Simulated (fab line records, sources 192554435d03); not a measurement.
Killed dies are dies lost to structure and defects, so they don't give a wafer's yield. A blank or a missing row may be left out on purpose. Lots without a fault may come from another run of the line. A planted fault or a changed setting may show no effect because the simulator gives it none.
fab line records | flow n5_finfet
record lots=7 wafers=21
route steps=1938 shown BEOL_M0_CUTY@713 BEOL_M0@715 BEOL_M1@751 BEOL_M2@857 BEOL_M3@950 BEOL_M4@1021
start_h: hours from the record's first day to the start of the lot's first wafer shown | wait_h: hours since the lot's step before | " the same as in the row above | L1.1+2: a row that stands for several wafers | - no value, or no start given | * or withheld: withheld | < > ~ a bound
route shown NAME@n: a module of which the file shows steps, and the number in the route of the first | usual: mean/standard deviation of fault-free wafers | same: alike in all rows | chamber/n: place in a boat | sites: the reading at each site | _std_site: their standard deviation | _edge_site: outer sites' mean less inner sites' | radius_mm: how far each site lies from the wafer's centre | mask NAME#n: copy n | behind: the tool/chamber that last shaped the wafer | hold: why the lot was held/for how many hours/how that ended | device: the transistor (n, p or np) that didn't switch | end of line: the same wafers' tests at the end of the route | a step without rows: its recipe alone | killed: dies lost to structure and defects at the first sort, not the wafer's yield | map: a wafer's dies, x killed, . not, _ none there
set.NAME: the setting as run; set.NAME@STEP: as run at that earlier step | model.NAME: the simulator's own value behind a step, which no gauge read
lots whose settings were changed on purpose; a table a step, a row a wafer
## steps
# step N5_BEOL_M0_CUTY_ETCH_63
# recipe chemistry=N2/H2 target=SOC target_depth_a=827 overetch_a=165 mask_material=SiARC temp_c=40 ion_energy_ev=200 time_s=124 pressure_mtorr=30 source_w=840 bias_w=150 n2_flow_sccm=200 h2_flow_sccm=200
# usual rf_vpp_V=524.9/2
# columns lot.wafer tool chamber start_h wait_h set.source_w rf_vpp_V model.SiO2_of_BEOL_M0_SAQP_SPACER2_ALD_26.thk_nm
L075.3 rie_diel-02 1 125.07 0.0 952.3 502.7 6.6
L075.4 " 3 " " 840 527.3 7.2
L075.5 " 1 " " 952.3 501.7 6.6
L078.1 rie_diel-02 3 150.24 0.0 773.8 542.9 7.4
L078.2 " 0 " " 840 526.0 7
L078.6 " 2 " " 840 524.3 7.2
L079.4 rie_diel-01 1 154.95 0.0 840 525.3 7
L079.5 " 3 " " 840 522.1 7
L079.6 " 0 " " 840 526.1 7
L090.3 rie_diel-04 2 210.42 0.0 763.7 541.0 7.2
L090.5 " 3 " " 840 525.6 7
L090.6 " 2 " " 840 524.4 7
L091.2 rie_diel-02 1 213.16 0.0 840 525.0 7.2
L091.4 " 3 " " 840 527.4 7.2
L091.6 " 2 " " 887.7 513.1 7
L092.1 rie_diel-02 1 218.86 0.0 840 523.8 7.2
L092.3 " 2 " " 990 495.4 6.8
L092.5 " 2 " " 990 494.3 6.6
L094.2 rie_diel-04 2 234.15 0.0 931.1 505.6 6.6
L094.3 " 0 " " 840 522.5 7.2
L094.5 " 0 " " 840 522.8 7.2
# step N5_BEOL_M0_CUTY_STRIP_64
# recipe chemistry=N2/H2 temp_c=40 n2_flow_sccm=200 h2_flow_sccm=200 rf_frequency_hz=6e+07
# step N5_BEOL_M0_ETCH_138
# recipe chemistry=CH3F/O2 target_depth_a=120 target=SiCN time_s=31.6 ion_energy_ev=120 pressure_mtorr=30 source_w=395 bias_w=75 Ar_flow_sccm=150 CH3F_flow_sccm=30 O2_flow_sccm=20 ends=cleared
# columns lot.wafer tool chamber start_h wait_h set.source_w@BEOL_M0_CUTY_ETCH_63 model.SiO2_of_BEOL_M0_SAQP_SPACER2_ALD_26.thk_nm
L075.3+5 rie_diel-02 1 125.19 0.0 952.3 4.6
L075.4 " 3 " " 840 5
L078.1 rie_diel-02 3 150.37 0.0 773.8 5.4
L078.2 " 0 " " 840 5
L078.6 " 2 " " 840 5.2
L079.4 rie_diel-01 1 155.07 0.0 840 5.2
L079.5+6 " 3,0 " " 840 5
L090.3 rie_diel-04 2 210.54 0.0 763.7 5.2
L090.5 " 3 " " 840 5
L090.6 " 2 " " 840 4.8
L091.2+4 rie_diel-02 1,3 213.29 0.0 840 5.2
L091.6 " 2 " " 887.7 5
L092.1 rie_diel-02 1 218.98 0.0 840 5.2
L092.3 " 2 " " 990 4.8
L092.5 " 2 " " 990 4.6
L094.2 rie_diel-04 2 234.27 0.0 931.1 4.8
L094.3+5 " 0 " " 840 5.2
# step N5_BEOL_M0_HM_OPEN_105
# recipe chemistry=Cl2/BCl3 target_depth_a=120 target=TiN ion_energy_ev=150 pressure_mtorr=10 icp_w=1000 bias_w=126 Cl2_flow_sccm=53.25 bcl3_flow_sccm=21.75 Ar_flow_sccm=25
# columns lot.wafer tool chamber start_h wait_h set.source_w@BEOL_M0_CUTY_ETCH_63 model.SiO2_of_BEOL_M0_SAQP_SPACER2_ALD_26.thk_nm
L075.3+5 rie_metal-03 1,0 125.34 0.1 952.3 2.2
L075.4 " 0 " " 840 2.6
L078.1 rie_metal-01 1 152.12 1.7 773.8 3
L078.2+6 " 0,1 " " 840 2.6
L079.4+5+6 rie_metal-01 0,0,1 155.24 0.1 840 2.6
L090.3 rie_metal-01 1 211.04 0.5 763.7 2.8
L090.5 " 0 " " 840 2.6
L090.6 " 1 " " 840 2.4
L091.2+4 rie_metal-01 0 214.42 1.1 840 2.8
L091.6 " 0 " " 887.7 2.6
L092.1 rie_metal-01 0 221.13 2.1 840 2.8
L092.3 " 0 " " 990 2.4
L092.5 " 0 " " 990 2.2
L094.2 rie_metal-02 0 237.83 3.5 931.1 2.4
L094.3+5 " 1 " " 840 2.8
# step N5_BEOL_M1_ILD_DEP_00
# recipe material=SiOC target_thk_a=790 temp_c=350 precursor=DEMS/O2 pressure_torr=5 rf_w=500 time_s=15.3
# columns lot.wafer tool chamber start_h wait_h set.time_s model.SiOC_of_BEOL_M1_ILD_DEP_00.thk_nm
L075.3 pecvd-03 0 128.46 0.0 15.3 76.8
L075.4 " 1 " " 15.3 78.2
L075.5 " 2 " " 15.3 79.4
L078.1 pecvd-03 2 157.65 0.0 15.3 78.2
L078.2 " 1 " " 14.03 70.6
L078.6 " 0 " " 14.03 72.6
L079.4 pecvd-01 1 158.95 0.1 15.3 79.4
L079.5 " 2 " " 15.3 80
L079.6 " 0 " " 15.3 79.6
L090.3 pecvd-03 2 215.58 0.0 15.3 77.6
L090.5 " 0 " " 15.3 78.8
L090.6 " 1 " " 15.3 79
L091.2 pecvd-02 0 217.93 0.0 15.3 78
L091.4 " 1 " " 13.73 71
L091.6 " 1 " " 13.73 70.8
L092.1 pecvd-02 0 225.60 0.0 13.8 71
L092.3 " 1 " " 13.8 70.6
L092.5 " 0 " " 13.8 72
L094.2 pecvd-01 2 243.12 0.0 15.3 76.8
L094.3 " 1 " " 15.3 77.8
L094.5 " 1 " " 15.3 78.2
# step N5_BEOL_M1_THK_MEAS_01
# recipe reads=SiOC_of_BEOL_M1_ILD_DEP_00
# usual M1_ILD_THK=78.4/0.93
# columns lot.wafer tool chamber start_h wait_h set.time_s@BEOL_M1_ILD_DEP_00 M1_ILD_THK[nm]
L075.3 film_metro-01 - 128.53 0.1 15.3 76.9
L075.4 " - " " 15.3 78.1
L075.5 " - " " 15.3 79.5
L078.1 film_metro-01 - 157.72 0.0 15.3 78.2
L078.2 " - " " 14.03 70.5
L078.6 " - " " 14.03 72.6
L079.4 film_metro-02 - 159.00 0.0 15.3 79.4
L079.5 " - " " 15.3 79.9
L079.6 " - " " 15.3 79.7
L090.3 film_metro-01 - 215.64 0.1 15.3 77.7
L090.5 " - " " 15.3 78.9
L090.6 " - " " 15.3 79.1
L091.2 film_metro-01 - 218.01 0.1 15.3 78.0
L091.4 " - " " 13.73 70.9
L091.6 " - " " 13.73 70.9
L092.1 film_metro-02 - 225.68 0.1 13.8 70.9
L092.3 " - " " 13.8 70.6
L092.5 " - " " 13.8 72.0
L094.2 film_metro-01 - 243.19 0.1 15.3 76.8
L094.3 " - " " 15.3 77.6
L094.5 " - " " 15.3 78.3
# step N5_BEOL_M1_COAT_05
# recipe resist=CAR-EUV spin_rpm=1500 resist_thk_nm=30
# columns lot.wafer tool chamber start_h wait_h set.spin_rpm model.CAR-EUV_of_BEOL_M1_COAT_05.thk_nm
L075.3+4+5 litho_track-02 0 - - 1500 30
L078.1 litho_track-01 0 - - 1500 29.8
L078.2+6 " 0 " " 1500 30
L079.4+5+6 litho_track-02 0 - - 1500 30
L090.3+5+6 litho_track-02 0 - - 1500 30
L091.2+6 litho_track-01 0 - - 1374 31.2
L091.4 " 0 " " 1500 30
L092.1+3 litho_track-03 0 - - 1500 30
L092.5 " 0 " " 1543 29.6
L094.2 litho_track-02 0 - - 1657 28.6
L094.3+5 " 0 " " 1500 30.2
# step N5_BEOL_M1_EBR_07
# recipe solvent=PGMEA ebr_width_mm=1.5
# step N5_BEOL_M1_SOFTBAKE_06
# recipe temp_c=110 time_s=60 resist=CAR-EUV
# step N5_BEOL_M1_EXPOSE_08
# recipe mask_id=M1 na=0.33 source_shape=dipole sigma_inner=0.369 sigma_outer=0.767 polarization=unpolarized dose_mj=33
# step N5_BEOL_M1_PEB_09
# recipe peb_temp_c=100 peb_time_s=60 resist=CAR-EUV
# step N5_BEOL_M1_DEVELOP_10
# recipe develop_time_s=30 developer=TMAH resist=CAR-EUV rinse_liquid=surfactant_rinse dry=air_spin dev_temp_c=23
# columns lot.wafer tool chamber start_h wait_h set.spin_rpm@BEOL_M1_COAT_05 model.CAR-EUV_of_BEOL_M1_COAT_05.thk_nm
L075.3+4+5 litho_track-01 0 - - 1500 29.6
L078.1+2+6 litho_track-02 0 - - 1500 29.4
L079.4 litho_track-02 0 - - 1500 29.4
L079.5+6 " 0 " " 1500 29.6
L090.3+5+6 litho_track-03 0 - - 1500 29.6
L091.2+6 litho_track-02 0 - - 1374 30.8
L091.4 " 0 " " 1500 29.6
L092.1+3 litho_track-01 0 - - 1500 29.6
L092.5 " 0 " " 1543 29.2
L094.2 litho_track-02 0 - - 1657 28.2
L094.3+5 " 0 " " 1500 29.6
# step N5_BEOL_M2_DESCUM_16
# recipe chemistry=O2 time_s=7 source_power_w=50 bias_power_w=20 pressure_mtorr=20 rf_frequency_hz=2.712e+07 temp_c=40 resist=CAR-EUV o2_flow_sccm=225
# columns lot.wafer tool chamber start_h wait_h set.time_s model.CAR-EUV_of_BEOL_M2_COAT_05.thk_nm
L075.3+4 rie_diel-04 2,0 146.26 0.0 6.058 26.6
L075.5 " 2 " " 7 26
L078.1+2+6 rie_diel-01 3,1,2 169.98 0.0 7 26.2
L079.4+5+6 rie_diel-01 1,2,3 171.85 0.3 7 26.2
L090.3 rie_diel-04 2 239.11 0.4 6.098 26.2
L090.5 " 3 " " 7 26
L090.6 " 0 " " 6.098 26.4
L091.2+4 rie_diel-04 2,0 239.71 0.4 7 26
L091.6 " 1 " " 8.088 25.6
L092.1+5 rie_diel-02 1 242.67 0.0 6.498 26.2
L092.3 " 3 " " 7 26
L094.2+3 rie_diel-02 3,0 258.34 0.0 7 26
L094.5 " 3 " " 5.788 26.8
# step N5_BEOL_M2_COAT_67
# recipe resist=SOC temp_c=250 time_s=60 spin_rpm=1500 resist_thk_nm=60
# columns lot.wafer tool chamber start_h wait_h set.spin_rpm model.SOC_of_BEOL_M2_COAT_67.thk_nm
L075.3 litho_track-01 0 146.74 0.0 1645 57.6
L075.4 " 0 " " 1500 60.6
L075.5 " 0 " " 1500 60.4
L078.1+2 litho_track-04 0 170.46 0.0 1500 60.2
L078.6 " 0 " " 1352 63.4
L079.4+5+6 litho_track-04 0 172.36 0.0 1500 60.2
L090.3+5 litho_track-01 0 239.78 0.0 1500 60
L090.6 " 0 " " 1558 58.8
L091.2 litho_track-01 0 240.31 0.0 1616 57.8
L091.4 " 0 " " 1616 58
L091.6 " 0 " " 1500 60.2
L092.1 litho_track-05 0 243.17 0.0 1593 58.2
L092.3+5 " 0 " " 1500 60
L094.2 litho_track-05 0 258.81 0.0 1500 60.2
L094.3 " 0 " " 1345 63.4
L094.5 " 0 " " 1500 60
# step N5_BEOL_M2_COAT_68
# recipe resist=SiARC temp_c=220 time_s=60 spin_rpm=1500 resist_thk_nm=12
# step N5_BEOL_M2_COAT_76
# recipe resist=underlayer temp_c=205 time_s=60 spin_rpm=1500 resist_thk_nm=5
# step N5_BEOL_M2_ALD_98
# recipe material=SiO2 target_thk_a=25 temp_c=100 ald_precursor_family=BDEAS ald_co_reactant=O2-plasma pulse_time_s=1 co_reactant_pulse_time_s=1 purge_time_s=2 co_reactant_purge_time_s=2 ald_cycles=17 pressure_torr=2
# step N5_BEOL_M2_ETCHBACK_99
# recipe chemistry=CHF3 target=SiO2 target_depth_a=50 time_s=10.4 source_w=215 bias_w=47 Ar_flow_sccm=200 CHF3_flow_sccm=12 ion_energy_ev=100 pressure_mtorr=30
# step N5_BEOL_M2_ETCH_70
# recipe chemistry=N2/H2 target=SOC target_depth_a=800 overetch_a=240 mask_material=SiARC temp_c=40 time_s=130 ion_energy_ev=200 pressure_mtorr=30 source_w=840 bias_w=150 n2_flow_sccm=200 h2_flow_sccm=200
# columns lot.wafer tool chamber start_h wait_h set.spin_rpm@BEOL_M2_COAT_67 model.etch.depth_nm
L075.3 rie_diel-04 2 147.91 0.0 1645 57.53
L075.4 " 0 " " 1500 60.52
L075.5 " 2 " " 1500 60.44
L078.1 rie_diel-02 2 177.23 0.0 1500 60.29
L078.2 " 0 " " 1500 60.22
L078.6 " 2 " " 1352 63.41
L079.4 rie_diel-04 0 177.27 0.0 1500 60.12
L079.5 " 1 " " 1500 60.23
L079.6 " 0 " " 1500 60.24
L090.3 rie_diel-04 2 249.26 0.0 1500 59.98
L090.5 " 0 " " 1500 59.96
L090.6 " 3 " " 1558 58.86
L091.2 rie_diel-04 2 249.63 0.0 1616 57.86
L091.4 " 1 " " 1616 58.06
L091.6 " 2 " " 1500 60.16
L092.1 rie_diel-02 3 249.75 0.0 1593 58.2
L092.3 " 2 " " 1500 60.09
L092.5 " 1 " " 1500 60
L094.2 rie_diel-04 3 268.19 0.0 1500 60.15
L094.3 " 1 " " 1345 63.33
L094.5 " 3 " " 1500 59.98
# step N5_BEOL_M2_STRIP_71
# recipe chemistry=N2/H2 temp_c=40 n2_flow_sccm=200 h2_flow_sccm=200 rf_frequency_hz=6e+07
# step N5_BEOL_M2_STRIP_78
# recipe chemistry=N2/H2 temp_c=40 n2_flow_sccm=200 h2_flow_sccm=200 rf_frequency_hz=6e+07
# step N5_BEOL_M2_VIA_ETCH_34
# recipe chemistry=C4F6/O2 target_depth_a=694 mask_material=SOC pressure_mtorr=15 ion_energy_ev=250 taper_deg=4 time_s=65.9 source_w=350 bias_w=170 Ar_flow_sccm=300 C4F6_flow_sccm=10 O2_flow_sccm=10
# columns lot.wafer tool chamber start_h wait_h set.spin_rpm@BEOL_M2_COAT_67 model.SOC_of_BEOL_M2_COAT_67.thk_nm
L075.3 rie_diel-04 2 148.02 0.0 1645 49.2
L075.4 " 0 " " 1500 52.4
L075.5 " 2 " " 1500 52.2
L078.1 rie_diel-02 2 177.34 0.0 1500 52.2
L078.2 " 0 " " 1500 51.8
L078.6 " 2 " " 1352 55.4
L079.4+5 rie_diel-04 0,1 177.37 0.0 1500 52
L079.6 " 0 " " 1500 52.2
L090.3+5 rie_diel-04 2,0 249.37 0.0 1500 51.8
L090.6 " 3 " " 1558 50.6
L091.2 rie_diel-04 2 249.73 0.0 1616 49.6
L091.4 " 1 " " 1616 49.8
L091.6 " 2 " " 1500 52
L092.1 rie_diel-02 3 249.85 0.0 1593 50.2
L092.3 " 2 " " 1500 52
L092.5 " 1 " " 1500 51.8
L094.2+5 rie_diel-04 3 268.29 0.0 1500 51.8
L094.3 " 1 " " 1345 55.2
# step N5_BEOL_M3_ETCH_64
# recipe chemistry=N2/H2 target=SOC target_depth_a=750 overetch_a=150 mask_material=SiARC temp_c=40 time_s=112.5 ion_energy_ev=200 pressure_mtorr=30 source_w=840 bias_w=150 n2_flow_sccm=200 h2_flow_sccm=200
# usual rf_vpp_V=523.8/1.6
# columns lot.wafer tool chamber start_h wait_h set.bias_w rf_vpp_V model.SiARC_of_BEOL_M3_COAT_62.thk_nm
L075.3 rie_diel-06 2 155.77 0.0 150 524.7 6.8
L075.4 " 3 " " 150 523.3 7
L075.5 " 0 " " 150 523.2 7
L078.1 rie_diel-05 3 182.64 0.0 137.8 496.5 7.4
L078.2 " 0 " " 137.8 497.2 7.4
L078.6 " 1 " " 150 521.4 6.8
L079.4 rie_diel-03 1 182.80 0.0 150 526.8 6.6
L079.5 " 2 " " 150 525.8 6.8
L079.6 " 1 " " 150 525.0 6.8
L090.3 rie_diel-03 1 255.06 0.0 164.9 557.2 6.2
L090.5 " 0 " " 150 521.8 6.8
L090.6 " 3 " " 164.9 556.7 6.2
L091.2 rie_diel-03 2 255.36 0.0 164.1 557.5 6.2
L091.4 " 0 " " 150 521.1 6.6
L091.6 " 0 " " 150 521.5 6.8
L092.1 rie_diel-05 2 257.54 0.0 150 523.5 6.8
L092.3 " 0 " " 158.4 541.6 6.6
L092.5 " 1 " " 158.4 541.0 6.4
L094.2 rie_diel-03 2 274.04 0.0 165.2 559.4 6.2
L094.3 " 0 " " 150 523.1 6.8
L094.5 " 0 " " 165.2 555.4 6
# step N5_BEOL_M3_COAT_68
# recipe resist=SiARC temp_c=220 time_s=60 spin_rpm=1500 resist_thk_nm=12
# columns lot.wafer tool chamber start_h wait_h set.spin_rpm model.SiARC_of_BEOL_M3_COAT_68.thk_nm
L075.3+5 litho_track-05 0 - - 1385 12.4
L075.4 " 0 " " 1500 12
L078.1+2+6 litho_track-05 0 - - 1400 12.4
L079.4+5+6 litho_track-05 0 - - 1500 12
L090.3+5+6 litho_track-03 0 - - 1500 12
L091.2+6 litho_track-02 0 - - 1555 11.8
L091.4 " 0 " " 1500 12
L092.1+3+5 litho_track-05 0 - - 1500 12
L094.2 litho_track-03 0 - - 1500 12
L094.3+5 " 0 " " 1596 11.6
# step N5_BEOL_M3_COAT_76
# recipe resist=underlayer temp_c=205 time_s=60 spin_rpm=1500 resist_thk_nm=5
# step N5_BEOL_M3_COAT_22
# recipe resist=CAR-EUV spin_rpm=1500 resist_thk_nm=30
# step N5_BEOL_M3_DESCUM_33
# recipe chemistry=O2 time_s=7 source_power_w=50 bias_power_w=20 pressure_mtorr=20 rf_frequency_hz=2.712e+07 temp_c=40 resist=CAR-EUV o2_flow_sccm=225
# step N5_BEOL_M3_ETCH_77
# recipe chemistry=N2/H2 target=underlayer target_depth_a=65 mask_material=CAR-EUV time_s=5.2 ion_energy_ev=200 pressure_mtorr=30 source_w=840 bias_w=150 n2_flow_sccm=200 h2_flow_sccm=200 ends=cleared
# step N5_BEOL_M3_ETCH_69
# recipe chemistry=CF4 target=SiARC target_depth_a=156 mask_material=CAR-EUV time_s=26 ion_energy_ev=80 pressure_mtorr=40 source_w=545 bias_w=36 Ar_flow_sccm=100 cf4_flow_sccm=100 ends=cleared
# columns lot.wafer tool chamber start_h wait_h set.spin_rpm@BEOL_M3_COAT_68 model.etch.depth_nm
L075.3 rie_diel-03 0 156.64 0.0 1385 12.49
L075.4 " 2 " " 1500 11.97
L075.5 " 0 " " 1385 12.46
L078.1 rie_diel-06 1 183.49 0.0 1400 12.37
L078.2 " 2 " " 1400 12.41
L078.6 " 0 " " 1400 12.38
L079.4 rie_diel-06 0 183.80 0.0 1500 11.98
L079.5 " 2 " " 1500 12.02
L079.6 " 1 " " 1500 11.97
L090.3+6 rie_diel-05 3,2 256.13 0.0 1500 11.96
L090.5 " 3 " " 1500 11.99
L091.2 rie_diel-03 1 256.28 0.0 1555 11.85
L091.4 " 2 " " 1500 12.05
L091.6 " 3 " " 1555 11.82
L092.1 rie_diel-03 2 258.54 0.0 1500 11.91
L092.3 " 3 " " 1500 11.96
L092.5 " 1 " " 1500 11.92
L094.2 rie_diel-03 3 275.01 0.0 1500 12.01
L094.3 " 2 " " 1596 11.64
L094.5 " 0 " " 1596 11.65
# step N5_BEOL_M4_ILD_DEP_00
# recipe material=SiOC target_thk_a=790 temp_c=350 precursor=DEMS/O2 pressure_torr=5 rf_w=500 time_s=15.3
# columns lot.wafer tool chamber start_h wait_h set.time_s model.SiOC_of_BEOL_M4_ILD_DEP_00.thk_nm
L075.3 pecvd-02 2 165.80 0.0 15.3 79
L075.4 " 2 " " 13.42 70
L075.5 " 1 " " 15.3 80.4
L078.1 pecvd-04 2 191.31 0.0 15.3 78
L078.2 " 0 " " 16.37 82.4
L078.6 " 2 " " 16.37 84.2
L079.4 pecvd-02 2 191.71 0.1 15.3 79
L079.5 " 1 " " 15.3 81
L079.6 " 0 " " 15.3 80.4
L090.3 pecvd-02 2 261.81 0.0 15.3 78.6
L090.5 " 1 " " 15.3 79.8
L090.6 " 0 " " 15.3 80.4
L092.1 pecvd-02 1 265.00 0.0 15.3 79.8
L092.3 " 2 " " 15.3 77.2
L092.5 " 0 " " 16.8 87.2
L091.2 pecvd-01 2 265.44 0.0 16.6 84
L091.4 " 2 " " 16.6 85.2
L091.6 " 1 " " 16.6 84.6
L094.2 pecvd-04 2 280.96 0.0 15.3 78.8
L094.3 " 1 " " 15.3 78.2
L094.5 " 2 " " 15.3 80.4
# step N5_BEOL_M4_THK_MEAS_01
# recipe reads=SiOC_of_BEOL_M4_ILD_DEP_00
# usual M4_ILD_THK=79.0/1
# columns lot.wafer tool chamber start_h wait_h set.time_s@BEOL_M4_ILD_DEP_00 M4_ILD_THK[nm]
L075.3 film_metro-02 - 165.87 0.1 15.3 79.0
L075.4 " - " " 13.42 70.0
L075.5 " - " " 15.3 80.4
L078.1 film_metro-01 - 191.38 0.0 15.3 78.0
L078.2 " - " " 16.37 82.5
L078.6 " - " " 16.37 84.2
L079.4 film_metro-01 - 191.76 0.0 15.3 79.1
L079.5 " - " " 15.3 80.9
L079.6 " - " " 15.3 80.4
L090.3 film_metro-01 - 261.88 0.1 15.3 78.5
L090.5 " - " " 15.3 79.7
L090.6 " - " " 15.3 80.5
L092.1 film_metro-02 - 265.07 0.0 15.3 79.9
L092.3 " - " " 15.3 77.2
L092.5 " - " " 16.8 87.1
L091.2 film_metro-02 - 265.50 0.1 16.6 84.2
L091.4 " - " " 16.6 85.1
L091.6 " - " " 16.6 84.6
L094.2 film_metro-02 - 281.03 0.1 15.3 78.8
L094.3 " - " " 15.3 78.3
L094.5 " - " " 15.3 80.4
## key
split step=N5_BEOL_M0_CUTY_ETCH_63 setting=source_w stated=840 by=wafer
response step=N5_BEOL_M0_CUTY_ETCH_63 reading=rf_vpp_V change=-1.77 per=1% r=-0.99
response step=N5_BEOL_M0_CUTY_ETCH_63 reading=model.SiO2_of_BEOL_M0_SAQP_SPACER2_ALD_26.thk_nm change=-0.0363 per=1% r=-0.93
response step=N5_BEOL_M0_ETCH_138 reading=model.SiO2_of_BEOL_M0_SAQP_SPACER2_ALD_26.thk_nm change=-0.0314 per=1% r=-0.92
response step=N5_BEOL_M0_HM_OPEN_105 reading=model.SiO2_of_BEOL_M0_SAQP_SPACER2_ALD_26.thk_nm change=-0.0324 per=1% r=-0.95
split step=N5_BEOL_M1_ILD_DEP_00 setting=time_s stated=15.3 by=wafer
response step=N5_BEOL_M1_ILD_DEP_00 reading=model.SiOC_of_BEOL_M1_ILD_DEP_00.thk_nm change=+0.733 per=1% r=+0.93
response step=N5_BEOL_M1_THK_MEAS_01 reading=M1_ILD_THK change=+0.734 per=1% r=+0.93
split step=N5_BEOL_M1_COAT_05 setting=spin_rpm stated=1500 by=wafer
response step=N5_BEOL_M1_COAT_05 reading=model.CAR-EUV_of_BEOL_M1_COAT_05.thk_nm change=-0.149 per=1% r=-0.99
response step=N5_BEOL_M1_DEVELOP_10 reading=model.CAR-EUV_of_BEOL_M1_COAT_05.thk_nm change=-0.137 per=1% r=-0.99
split step=N5_BEOL_M2_DESCUM_16 setting=time_s stated=7 by=wafer
response step=N5_BEOL_M2_DESCUM_16 reading=model.CAR-EUV_of_BEOL_M2_COAT_05.thk_nm change=-0.0356 per=1% r=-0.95
split step=N5_BEOL_M2_COAT_67 setting=spin_rpm stated=1500 by=wafer
response step=N5_BEOL_M2_COAT_67 reading=model.SOC_of_BEOL_M2_COAT_67.thk_nm change=-0.31 per=1% r=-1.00
response step=N5_BEOL_M2_ETCH_70 reading=model.etch.depth_nm change=-0.307 per=1% r=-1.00
response step=N5_BEOL_M2_VIA_ETCH_34 reading=model.SOC_of_BEOL_M2_COAT_67.thk_nm change=-0.32 per=1% r=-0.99
split step=N5_BEOL_M3_ETCH_64 setting=bias_w stated=150 by=wafer
response step=N5_BEOL_M3_ETCH_64 reading=rf_vpp_V change=+3.45 per=1% r=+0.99
response step=N5_BEOL_M3_ETCH_64 reading=model.SiARC_of_BEOL_M3_COAT_62.thk_nm change=-0.0628 per=1% r=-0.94
split step=N5_BEOL_M3_COAT_68 setting=spin_rpm stated=1500 by=wafer
response step=N5_BEOL_M3_COAT_68 reading=model.SiARC_of_BEOL_M3_COAT_68.thk_nm change=-0.0562 per=1% r=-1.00
response step=N5_BEOL_M3_ETCH_69 reading=model.etch.depth_nm change=-0.0621 per=1% r=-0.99
split step=N5_BEOL_M4_ILD_DEP_00 setting=time_s stated=15.3 by=wafer
response step=N5_BEOL_M4_ILD_DEP_00 reading=model.SiOC_of_BEOL_M4_ILD_DEP_00.thk_nm change=+0.816 per=1% r=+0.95
response step=N5_BEOL_M4_THK_MEAS_01 reading=M4_ILD_THK change=+0.811 per=1% r=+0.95
